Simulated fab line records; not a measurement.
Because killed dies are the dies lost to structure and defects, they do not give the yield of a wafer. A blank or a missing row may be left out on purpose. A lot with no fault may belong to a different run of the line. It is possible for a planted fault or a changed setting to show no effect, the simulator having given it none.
One fault seen from 2 desks + flow nandHarc + only its own numbers are on each desk; what lay behind them is given at the end

== AT THE METROLOGY DESK ==
What the gauges read, lot by lot, whatever tool the lot ran on: means of the sampled wafers that have a number. The brackets show how far a lot's mean lies from the usual mean; more than 4 standard deviations puts the lot out of limits, marked OUT.
Columns: A = cdNm at NHARC_P_BONDPAD_CD_MEAS_09, usual 499.8 nm
| lot  | first seen here | A     |
|------|-----------------|-------|
| L924 | day 6 19:48     | 499.9 |
| L925 | day 6 20:53     | 498.8 |
| L926 | day 7 03:05     | 500.1 |
| L927 | day 7 15:27     | 499.6 |
| L929 | day 7 23:26     | 500.3 |
| L930 | day 8 02:08     | 498.4 |
| L931 | day 8 08:44     | 499.7 |
| L932 | day 8 20:56     | 500.0 |
| L933 | day 8 21:25     | 501.2 |
| L938 | day 10 10:46    | 501.6 |
| L941 | day 11 02:05    | 501.4 |
| L944 | day 11 16:57    | 497.0 |
| L945 | day 12 01:07    | 497.9 |
This desk's finding: nothing out of limits on any of the 13 lots.

== TOOL OWNER'S DESK, krfScanner-02 ==
The tool's own readings at NHARC_P_BONDPAD_EXPOSE_06 (exposes mask P BPAD): means of the sampled wafers that have a number, for each lot that ran on this tool. The brackets show how far a lot's mean lies from the usual mean; more than 4 standard deviations puts the lot out of limits, marked OUT.
Columns: A = exposureDoseMJCm2 at NHARC_P_BONDPAD_EXPOSE_06, usual 37.03
| lot  | first seen here | A               |
|------|-----------------|-----------------|
| L925 | day 6 20:43     | 37.04           |
| L927 | day 7 15:18     | 37.02           |
| L930 | day 8 01:59     | 36.99           |
| L931 | day 8 08:35     | 37.07           |
| L933 | day 8 21:16     | 37.04           |
| L938 | day 10 10:37    | 39.01 (+50) OUT |
| L941 | day 11 01:55    | 38.62 (+40) OUT |
This desk's finding: out of limits on L938, L941; first on L938, day 10 10:37 (exposureDoseMJCm2 at NHARC_P_BONDPAD_EXPOSE_06). L925, L927, L930, L931, L933 stayed within limits.

== BROUGHT TOGETHER ==
An alarm could have come from the tool owner's desk at day 10 10:37, on L938, L941.
Metrology desk: nothing out of limits seen.
The metrology desk holds a record of L938, L941, inside its limits.
All the named lots went through NHARC_P_BONDPAD_EXPOSE_06 on krfScanner-02.

== WHAT THE SIMULATOR PUT IN ==
Process parameter drift: krfScanner-02, from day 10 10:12 on, at NHARC_P_BONDPAD_EXPOSE_06. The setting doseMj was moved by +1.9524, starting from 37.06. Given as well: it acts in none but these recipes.
Lots struck among those shown: L938, L941.
Delay in hours, fault start to first out-of-limits reading, by desk: the tool owner's desk at 0.
